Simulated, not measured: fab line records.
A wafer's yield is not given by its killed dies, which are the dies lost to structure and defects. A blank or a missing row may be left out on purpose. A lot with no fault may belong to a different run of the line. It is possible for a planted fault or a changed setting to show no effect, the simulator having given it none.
fab line records	flow n5-finfet	part 1 of 2: steps 1 to 18 of 28
record lots=5	wafers=15	last-day=17
route steps=1938 shown BEOL_M5@1142
lots that met no fault: taken from a fault-free run of the same line
start-h: start of the lot's first displayed wafer, in hours after the record's first day	wait-h: time in hours since the lot's previous step	" as in the row above	L1.1+2: a row that stands for several wafers	- no value present, or no start provided	* or withheld: withheld	< > ~ a bound
route shown NAME@n: names a module that has steps shown in the file, with the first one's number in the route	usual: mean/standard deviation taken from wafers without a fault	same: alike in all rows	chamber/n: place in a boat	sites: each site's reading	_std_site: standard deviation across them	_edge_site: inner sites' mean taken away from outer sites' mean	radius-mm: how far each site lies from the wafer's centre	mask NAME#n: copy n	behind: the last tool/chamber to shape the wafer	hold: why the lot was held/for how many hours/how that ended	device: the transistor (n, p or np) that didn't switch	end of line: tests run on the same wafers once the route is complete	a step with no rows: only its recipe	killed: dies lost to structure and defects at the first sort, not the wafer's yield	map: dies across one wafer; x = killed, . = not, _ = none there
set.NAME: setting as actually run; set.NAME@STEP: the setting as run at that earlier step	model.NAME: the simulator's own value behind a step, which no gauge read
a table for each step, a row for each wafer; lots at some steps of the route
services: when a tool's chamber went out of use (start-h, in hours from the record's first day, below 0 if earlier), for how many hours, and the reason
## steps
# step N5_BEOL_M5_COAT_22
# recipe resist=CAR-EUV	spin-rpm=1500	resist-thk-nm=30
# usual chill-plate-temp-C=23.01/0.1
lot.wafer	tool	chamber	start-h	wait-h	chill-plate-temp-C
L078.2	litho-track-01	0	-	-	22.99
L078.3	"	0	"	"	22.91
L078.6	"	0	"	"	23.00
L080.3	litho-track-01	0	-	-	23.00
L080.4	"	0	"	"	23.11
L080.6	"	0	"	"	23.12
L085.1	litho-track-01	0	-	-	23.13
L085.3	"	0	"	"	23.20
L085.4	"	0	"	"	22.97
L086.2	litho-track-01	0	-	-	23.01
L086.5	"	0	"	"	22.94
L086.6	"	0	"	"	23.02
L094.2	litho-track-03	0	-	-	23.13
L094.3	"	0	"	"	23.14
L094.4	"	0	"	"	23.07
# step N5_BEOL_M5_EBR_24
# recipe solvent=PGMEA	ebr-width-mm=1.5
# usual chill-plate-temp-C=23.03/0.096
lot.wafer	tool	chamber	start-h	wait-h	chill-plate-temp-C
L078.2	litho-track-01	0	-	-	23.06
L078.3	"	0	"	"	23.15
L078.6	"	0	"	"	23.22
L080.3	litho-track-01	0	-	-	23.15
L080.4	"	0	"	"	23.14
L080.6	"	0	"	"	23.05
L085.1	litho-track-01	0	-	-	22.88
L085.3	"	0	"	"	23.11
L085.4	"	0	"	"	22.96
L086.2	litho-track-01	0	-	-	22.80
L086.5	"	0	"	"	22.91
L086.6	"	0	"	"	22.92
L094.2	litho-track-03	0	-	-	23.13
L094.3	"	0	"	"	22.96
L094.4	"	0	"	"	22.98
# step N5_BEOL_M5_SOFTBAKE_23
# recipe temp-c=110	time-s=60	resist=CAR-EUV
# usual chill-plate-temp-C=23.03/0.1	heater-power-total-W=175.4/1.6
lot.wafer	tool	chamber	start-h	wait-h	chill-plate-temp-C	heater-power-total-W
L078.2	litho-track-01	0	-	-	23.09	173.3
L078.3	"	0	"	"	23.04	177.7
L078.6	"	0	"	"	23.05	175.5
L080.3	litho-track-01	0	-	-	23.09	173.6
L080.4	"	0	"	"	23.19	176.2
L080.6	"	0	"	"	23.11	175.3
L085.1	litho-track-01	0	-	-	23.15	175.3
L085.3	"	0	"	"	23.10	173.1
L085.4	"	0	"	"	23.13	175.8
L086.2	litho-track-01	0	-	-	23.03	177.4
L086.5	"	0	"	"	23.17	174.9
L086.6	"	0	"	"	23.11	176.1
L094.2	litho-track-03	0	-	-	23.01	175.5
L094.3	"	0	"	"	23.22	174.2
L094.4	"	0	"	"	23.13	177.1
# step N5_BEOL_M5_EXPOSE_25
# recipe mask-id=V4	na=0.33	source-shape=quasar	sigma-inner=0.2	sigma-outer=0.6	polarization=unpolarized	defocus-nm=10	dose-mj=52.75
lot.wafer	tool	chamber	start-h	wait-h	mask
L078.2+3+6	euv-scanner-02	0	213.67	-	V4#0
L080.3+4+6	euv-scanner-02	0	243.07	-	V4#0
L085.1+3+4	euv-scanner-01	0	269.10	-	V4#0
L086.2+5+6	euv-scanner-01	0	274.55	-	V4#0
L094.2+3+4	euv-scanner-02	0	313.25	-	V4#0
# step N5_BEOL_M5_PEB_26
# recipe peb-temp-c=100	peb-time-s=60	resist=CAR-EUV
# usual chill-plate-temp-C=23.03/0.094	heater-power-total-W=154.2/1.1
lot.wafer	tool	chamber	start-h	wait-h	chill-plate-temp-C	heater-power-total-W
L078.2	litho-track-02	0	213.74	0.1	22.92	153.9
L078.3	"	0	"	"	23.02	155.6
L078.6	"	0	"	"	23.06	155.0
L080.3	litho-track-03	0	243.13	0.1	23.05	154.9
L080.4	"	0	"	"	23.13	155.5
L080.6	"	0	"	"	22.94	154.6
L085.1	litho-track-01	0	269.17	0.1	22.88	155.5
L085.3	"	0	"	"	22.87	152.8
L085.4	"	0	"	"	22.76	155.3
L086.2	litho-track-03	0	274.61	0.1	22.99	155.6
L086.5	"	0	"	"	23.01	155.1
L086.6	"	0	"	"	22.97	153.6
L094.2	litho-track-02	0	313.31	0.1	22.92	152.6
L094.3	"	0	"	"	23.13	154.0
L094.4	"	0	"	"	22.90	152.3
# step N5_BEOL_M5_DEVELOP_27
# recipe develop-time-s=30	developer=TMAH	resist=CAR-EUV	rinse-liquid=surfactant-rinse	dry=air-spin	dev-temp-c=23
# usual chill-plate-temp-C=22.99/0.12
lot.wafer	tool	chamber	start-h	wait-h	chill-plate-temp-C
L078.2	litho-track-02	0	-	-	22.82
L078.3	"	0	"	"	22.89
L078.6	"	0	"	"	22.94
L080.3	litho-track-03	0	-	-	23.08
L080.4	"	0	"	"	23.04
L080.6	"	0	"	"	23.13
L085.1	litho-track-01	0	-	-	22.96
L085.3	"	0	"	"	22.97
L085.4	"	0	"	"	23.13
L086.2	litho-track-03	0	-	-	23.06
L086.5	"	0	"	"	22.89
L086.6	"	0	"	"	23.11
L094.2	litho-track-02	0	-	-	22.99
L094.3	"	0	"	"	23.05
L094.4	"	0	"	"	23.05
# step N5_BEOL_M5_CD_MEAS_28
# recipe target-cd-nm=30.6	landing-energy-ev=500	detector=se-inlens	target-cd-y-nm=20	polarity=opening
# usual cd-nm=30.53/0.24
lot.wafer	tool	chamber	start-h	wait-h	cd-nm
L078.2	cd-sem-02	0	213.80	-	30.57
L078.3	"	0	"	"	30.30
L078.6	"	0	"	"	30.63
L080.3	cd-sem-01	0	243.20	-	30.42
L080.4	"	0	"	"	30.60
L080.6	"	0	"	"	30.57
L085.1	cd-sem-03	0	269.24	-	30.53
L085.3	"	0	"	"	30.27
L085.4	"	0	"	"	30.63
L086.2	cd-sem-01	0	274.68	-	30.25
L086.5	"	0	"	"	30.02
L086.6	"	0	"	"	30.31
L094.2	cd-sem-03	0	313.38	-	30.30
L094.3	"	0	"	"	30.06
L094.4	"	0	"	"	30.50
# step N5_BEOL_M5_OVL_MEAS_29
# recipe points-per-wafer=522
# usual V4_OVL=-0.1/0.55
lot.wafer	tool	chamber	start-h	wait-h	V4_OVL[nm]
L078.2	overlay-02	0	213.84	0.0	0.1
L078.3	"	0	"	"	-0.1
L078.6	"	0	"	"	0.0
L080.3	overlay-01	0	243.24	0.0	-0.3
L080.4	"	0	"	"	-0.8
L080.6	"	0	"	"	-0.6
L085.1	overlay-02	0	269.27	0.0	0.2
L085.3	"	0	"	"	-0.7
L085.4	"	0	"	"	-0.3
L086.2	overlay-02	0	274.71	0.0	0.0
L086.5	"	0	"	"	0.1
L086.6	"	0	"	"	-0.1
L094.2	overlay-02	0	313.41	0.0	-0.3
L094.3	"	0	"	"	-0.6
L094.4	"	0	"	"	-0.3
# step N5_BEOL_M5_INSPECT_30
# recipe mode=adi	inspect-instrument=brightfield
# usual raw-defect-count=437/93
lot.wafer	tool	chamber	start-h	wait-h	raw-defect-count
L078.2	defect-inspect-02	-	213.89	0.0	699
L078.3	"	-	"	"	467
L078.6	"	-	"	"	414
L080.3	defect-inspect-02	-	243.29	0.0	537
L080.4	"	-	"	"	457
L080.6	"	-	"	"	461
L085.1	defect-inspect-02	-	269.33	0.1	430
L085.3	"	-	"	"	447
L085.4	"	-	"	"	390
L086.2	defect-inspect-02	-	274.77	0.0	677
L086.5	"	-	"	"	506
L086.6	"	-	"	"	429
L094.2	defect-inspect-01	-	313.47	0.0	423
L094.3	"	-	"	"	499
L094.4	"	-	"	"	528
# step N5_BEOL_M5_DESCUM_33
# recipe chemistry=O2	time-s=7	source-power-w=50	bias-power-w=20	pressure-mtorr=20	rf-frequency-hz=2.712e+07	temp-c=40	resist=CAR-EUV	o2-flow-sccm=225
# usual drypump-motor-current-A=5.9/0.52	o2-flow-sccm=225.1/0.74	oes-product-au=0.76/0.096	rf-vpp-V=243.1/1.4	showerhead-plenum-p-Torr=2.09/0.072	throttle-valve-pct=20.54/0.26
lot.wafer	tool	chamber	start-h	wait-h	drypump-motor-current-A	o2-flow-sccm	oes-product-au	rf-hours-counter-h	rf-vpp-V	showerhead-plenum-p-Torr	throttle-valve-pct
L078.2	rie-diel-05	0	213.92	0.0	5.4	225.5	0.69	223	242.2	2.06	20.57
L078.3	"	3	"	"	5.6	227.0	0.71	209	243.4	2.07	20.97
L078.6	"	3	"	"	5.6	226.1	0.71	-	243.2	2.07	20.97
L080.3	rie-diel-05	2	243.32	0.0	5.5	225.1	0.93	5	243.7	2.05	20.02
L080.4	"	1	"	"	6.7	224.9	0.68	226	243.2	2.06	20.69
L080.6	"	1	"	"	6.7	224.5	0.69	-	241.6	2.06	20.70
L085.1	rie-diel-02	2	269.36	0.0	5.6	224.8	0.73	162	243.8	2.10	20.32
L085.3	"	0	"	"	6.0	223.0	0.69	240	244.1	2.06	20.87
L085.4	"	0	"	"	6.0	224.2	0.69	-	240.5	2.06	20.86
L086.2	rie-diel-04	2	274.80	0.0	5.5	225.1	0.73	196	243.2	2.17	20.55
L086.5	"	2	"	"	5.5	224.8	0.73	-	243.0	2.17	20.56
L086.6	"	1	"	"	6.6	224.1	0.74	-	240.0	2.00	20.64
L094.2	rie-diel-05	2	313.64	0.2	5.5	225.6	0.89	26	241.7	2.04	20.02
L094.3	"	2	"	"	5.5	225.3	0.88	-	242.7	2.04	20.06
L094.4	"	1	"	"	6.7	225.4	0.67	-	241.8	2.05	20.70
# step N5_BEOL_M5_ETCH_75
# recipe chemistry=N2/H2	target=underlayer	target-depth-a=65	mask-material=CAR-EUV	time-s=5.2	ion-energy-ev=200	pressure-mtorr=30	source-w=840	bias-w=150	n2-flow-sccm=200	h2-flow-sccm=200	ends=cleared
# usual drypump-motor-current-A=5.9/0.52	etch-rf-on-time-s=5.21/0.083	oes-product-au=0.65/0.081	rf-vpp-V=524.0/2.8	showerhead-plenum-p-Torr=2.55/0.088	throttle-valve-pct=17.96/0.24
lot.wafer	tool	chamber	start-h	wait-h	drypump-motor-current-A	etch-rf-on-time-s	oes-product-au	rf-hours-counter-h	rf-vpp-V	showerhead-plenum-p-Torr	throttle-valve-pct
L078.2	rie-diel-05	0	213.96	0.0	5.4	5.24	0.58	223	526.7	2.51	18.03
L078.3	"	3	"	"	5.6	5.39	0.59	209	521.9	2.51	18.33
L078.6	"	3	"	"	5.6	5.43	0.60	-	523.6	2.51	18.31
L080.3	rie-diel-05	2	243.36	0.0	5.5	5.17	0.80	5	523.5	2.50	17.57
L080.4	"	1	"	"	6.7	5.13	0.59	226	522.8	2.51	18.10
L080.6	"	1	"	"	6.7	5.12	0.60	-	522.4	2.51	18.12
L085.1	rie-diel-02	2	269.40	0.0	5.6	5.14	0.62	162	521.9	2.55	17.70
L085.3	"	0	"	"	6.0	5.30	0.59	240	523.5	2.51	18.37
L085.4	"	0	"	"	5.9	5.26	0.59	-	524.0	2.51	18.39
L086.2	rie-diel-04	2	274.84	0.0	5.5	5.18	0.63	196	525.4	2.63	17.93
L086.5	"	2	"	"	5.5	5.19	0.63	-	527.0	2.63	17.93
L086.6	"	1	"	"	6.6	5.25	0.62	-	520.7	2.42	18.10
L094.2	rie-diel-05	2	313.69	0.0	5.5	5.20	0.75	26	523.8	2.49	17.58
L094.3	"	2	"	"	5.5	5.19	0.76	-	524.5	2.49	17.58
L094.4	"	1	"	"	6.8	5.18	0.57	-	522.5	2.50	18.14
# step N5_BEOL_M5_ETCH_67
# recipe chemistry=CF4	target=SiARC	target-depth-a=156	mask-material=CAR-EUV	time-s=26	ion-energy-ev=80	pressure-mtorr=40	source-w=545	bias-w=36	Ar_flow_sccm=100	cf4-flow-sccm=100	ends=cleared
# usual drypump-motor-current-A=5.9/0.52	etch-rf-on-time-s=25.9/0.43	oes-product-au=0.65/0.082	rf-vpp-V=184.2/1.2	showerhead-plenum-p-Torr=2.15/0.071	throttle-valve-pct=15.74/0.27
lot.wafer	tool	chamber	start-h	wait-h	drypump-motor-current-A	etch-rf-on-time-s	oes-product-au	rf-hours-counter-h	rf-vpp-V	showerhead-plenum-p-Torr	throttle-valve-pct
L078.2	rie-diel-05	0	213.98	0.0	5.4	26.1	0.59	223	184.7	2.11	15.81
L078.3	"	3	"	"	5.6	26.6	0.61	209	182.9	2.12	16.13
L078.6	"	3	"	"	5.6	26.6	0.60	-	183.9	2.12	16.13
L080.3	rie-diel-05	2	243.37	0.0	5.5	25.6	0.80	5	183.3	2.11	15.20
L080.4	"	1	"	"	6.7	25.4	0.60	226	180.9	2.12	15.94
L080.6	"	1	"	"	6.7	25.5	0.59	-	183.9	2.12	15.95
L085.1	rie-diel-02	2	269.41	0.0	5.6	25.9	0.63	162	182.4	2.14	15.47
L085.3	"	0	"	"	5.9	26.9	0.58	240	184.5	2.11	16.08
L085.4	"	0	"	"	6.0	26.5	0.59	-	182.5	2.11	16.06
L086.2	rie-diel-04	2	274.85	0.0	5.5	26.1	0.62	196	185.0	2.21	15.76
L086.5	"	2	"	"	5.5	26.4	0.62	-	184.9	2.21	15.76
L086.6	"	1	"	"	6.6	26.1	0.63	-	181.3	2.05	15.82
L094.2	rie-diel-05	2	313.71	0.0	5.5	25.6	0.75	26	184.8	2.10	15.23
L094.3	"	2	"	"	5.5	25.5	0.77	-	183.2	2.10	15.22
L094.4	"	1	"	"	6.7	25.7	0.58	-	182.3	2.11	15.97
# step N5_BEOL_M5_ETCH_68
# recipe chemistry=N2/H2	target=SOC	target-depth-a=800	overetch-a=160	mask-material=SiARC	temp-c=40	time-s=120	ion-energy-ev=200	pressure-mtorr=30	source-w=840	bias-w=150	n2-flow-sccm=200	h2-flow-sccm=200
# usual drypump-motor-current-A=5.9/0.53	oes-product-au=0.58/0.071	rf-vpp-V=523.9/2.6	showerhead-plenum-p-Torr=2.55/0.088	throttle-valve-pct=17.92/0.25
lot.wafer	tool	chamber	start-h	wait-h	drypump-motor-current-A	oes-product-au	rf-hours-counter-h	rf-vpp-V	showerhead-plenum-p-Torr	throttle-valve-pct
L078.2	rie-diel-05	0	214.00	0.0	5.4	0.53	223	523.0	2.51	17.98
L078.3	"	3	"	"	5.6	0.54	209	523.7	2.51	18.29
L078.6	"	3	"	"	5.6	0.55	-	523.0	2.51	18.28
L080.3	rie-diel-05	2	243.40	0.0	5.5	0.71	5	523.3	2.50	17.51
L080.4	"	1	"	"	6.7	0.53	226	522.6	2.51	18.09
L080.6	"	1	"	"	6.7	0.52	-	523.0	2.51	18.07
L085.1	rie-diel-02	2	269.44	0.0	5.6	0.56	162	524.0	2.55	17.65
L085.3	"	0	"	"	6.0	0.53	240	523.1	2.51	18.35
L085.4	"	0	"	"	6.0	0.53	-	523.2	2.51	18.32
L086.2	rie-diel-04	2	274.88	0.0	5.5	0.57	196	526.6	2.63	17.88
L086.5	"	2	"	"	5.5	0.56	-	524.9	2.63	17.87
L086.6	"	1	"	"	6.6	0.56	-	519.0	2.42	18.09
L094.2	rie-diel-05	2	313.76	0.0	5.5	0.67	26	522.3	2.49	17.56
L094.3	"	2	"	"	5.5	0.67	-	522.1	2.49	17.56
L094.4	"	1	"	"	6.7	0.52	-	521.7	2.50	18.10
# step N5_BEOL_M5_STRIP_69
# recipe chemistry=N2/H2	temp-c=40	n2-flow-sccm=200	h2-flow-sccm=200	rf-frequency-hz=6e+07
lot.wafer	tool	chamber	start-h	wait-h
L078.2+3+6	rie-diel-05	0,3,3	214.08	0.0
L080.3+4+6	rie-diel-05	2,1,1	243.48	0.0
L085.1+3+4	rie-diel-02	2,0,0	269.52	0.0
L086.2+5+6	rie-diel-04	2,2,1	274.96	0.0
L094.2+3+4	rie-diel-05	2,2,1	313.88	0.1
# step N5_BEOL_M5_STRIP_76
# recipe chemistry=N2/H2	temp-c=40	n2-flow-sccm=200	h2-flow-sccm=200	rf-frequency-hz=6e+07
lot.wafer	tool	chamber	start-h	wait-h
L078.2+3+6	rie-diel-05	0,3,3	214.09	0.0
L080.3+4+6	rie-diel-05	2,1,1	243.49	0.0
L085.1+3+4	rie-diel-02	2,0,0	269.53	0.0
L086.2+5+6	rie-diel-04	2,2,1	274.97	0.0
L094.2+3+4	rie-diel-05	2,2,1	313.89	0.0
# step N5_BEOL_M5_VIA_ETCH_34
# recipe chemistry=C4F6/O2	target=SiCOH_lowk	target-depth-a=883	mask-material=SOC	taper-deg=4	time-s=39.2	ion-energy-ev=250	pressure-mtorr=30	source-w=345	bias-w=185	Ar_flow_sccm=300	C4F6_flow_sccm=10	O2_flow_sccm=10
# usual drypump-motor-current-A=5.9/0.53	oes_ar_750_au=0.76/0.094	oes_f_703_au=0.76/0.095	oes-product-au=0.76/0.095	rf-vpp-V=668/8.2	showerhead-plenum-p-Torr=2.85/0.095	throttle-valve-pct=20.98/0.25
lot.wafer	tool	chamber	start-h	wait-h	drypump-motor-current-A	oes_ar_750_au	oes_f_703_au	oes-product-au	rf-hours-counter-h	rf-vpp-V	showerhead-plenum-p-Torr	throttle-valve-pct
L078.2	rie-diel-05	0	214.10	0.0	5.4	0.68	0.69	0.69	223	670	2.81	20.99
L078.3	"	3	"	"	5.6	0.71	0.71	0.71	209	673	2.81	21.36
L078.6	"	3	"	"	5.6	0.71	0.70	0.71	-	675	2.81	21.37
L080.3	rie-diel-05	2	243.50	0.0	5.5	0.94	0.93	0.95	5	658	2.79	20.48
L080.4	"	1	"	"	6.7	0.69	0.69	0.69	226	672	2.81	21.13
L080.6	"	1	"	"	6.7	0.69	0.70	0.70	-	675	2.81	21.13
L085.1	rie-diel-02	2	269.54	0.0	5.6	0.73	0.74	0.73	162	676	2.84	20.66
L085.3	"	0	"	"	6.0	0.69	0.69	0.68	240	664	2.80	21.32
L085.4	"	0	"	"	6.1	0.69	0.68	0.68	-	664	2.80	21.30
L086.2	rie-diel-04	2	274.98	0.0	5.5	0.74	0.74	0.73	197	672	2.93	20.94
L086.5	"	2	"	"	5.5	0.74	0.75	0.73	-	673	2.93	20.93
L086.6	"	1	"	"	6.6	0.74	0.76	0.73	-	652	2.72	21.07
L094.2	rie-diel-05	2	313.91	0.0	5.5	0.87	0.87	0.88	26	658	2.78	20.51
L094.3	"	2	"	"	5.5	0.87	0.88	0.87	-	657	2.78	20.52
L094.4	"	1	"	"	6.7	0.68	0.68	0.68	-	674	2.80	21.15
# step N5_BEOL_M5_STRIP_85
# recipe chemistry=C4F6/O2	resist=SiARC	rf-frequency-hz=6e+07
lot.wafer	tool	chamber	start-h	wait-h
L078.2+3+6	rie-diel-05	0,3,3	214.14	0.0
L080.3+4+6	rie-diel-05	2,1,1	243.54	0.0
L085.1+3+4	rie-diel-02	2,0,0	269.58	0.0
L086.2+5+6	rie-diel-04	2,2,1	275.02	0.0
L094.2+3+4	rie-diel-05	2,2,1	313.96	0.0
# step N5_BEOL_M5_STRIP_36
# recipe chemistry=N2/H2	power-w=450	temp-c=40	pressure-mtorr=20	rf-frequency-hz=6e+07	overash-fraction=0.3	bias-power-w=7	h2-frac=0.5	n2-flow-sccm=200	h2-flow-sccm=200
# usual drypump-motor-current-A=5.9/0.53	oes-product-au=0.76/0.094	rf-vpp-V=59.1/1.5	showerhead-plenum-p-Torr=2.54/0.088	throttle-valve-pct=23.72/0.25
lot.wafer	tool	chamber	start-h	wait-h	drypump-motor-current-A	oes-product-au	rf-hours-counter-h	rf-vpp-V	showerhead-plenum-p-Torr	throttle-valve-pct
L078.2	rie-diel-05	0	214.15	0.0	5.4	0.69	223	59.2	2.51	23.74
L078.3	"	3	"	"	5.6	0.70	209	57.9	2.51	24.03
L078.6	"	3	"	"	5.6	0.72	-	58.5	2.51	24.02
L080.3	rie-diel-05	2	243.55	0.0	5.5	0.94	5	62.2	2.50	23.50
L080.4	"	1	"	"	6.7	0.70	226	61.4	2.50	23.84
L080.6	"	1	"	"	6.7	0.69	-	59.4	2.50	23.83
L085.1	rie-diel-02	2	269.59	0.0	5.6	0.73	162	59.7	2.54	23.39
L085.3	"	0	"	"	6.0	0.69	240	59.7	2.50	24.20
L085.4	"	0	"	"	6.0	0.69	-	57.9	2.50	24.21
L086.2	rie-diel-04	2	275.03	0.0	5.5	0.73	197	59.9	2.62	23.59
L086.5	"	2	"	"	5.5	0.74	-	58.5	2.63	23.64
L086.6	"	1	"	"	6.6	0.74	-	59.5	2.42	24.04
L094.2	rie-diel-05	2	313.97	0.0	5.5	0.88	26	59.4	2.49	23.50
L094.3	"	2	"	"	5.5	0.90	-	58.2	2.49	23.53
L094.4	"	1	"	"	6.8	0.68	-	57.9	2.50	23.88
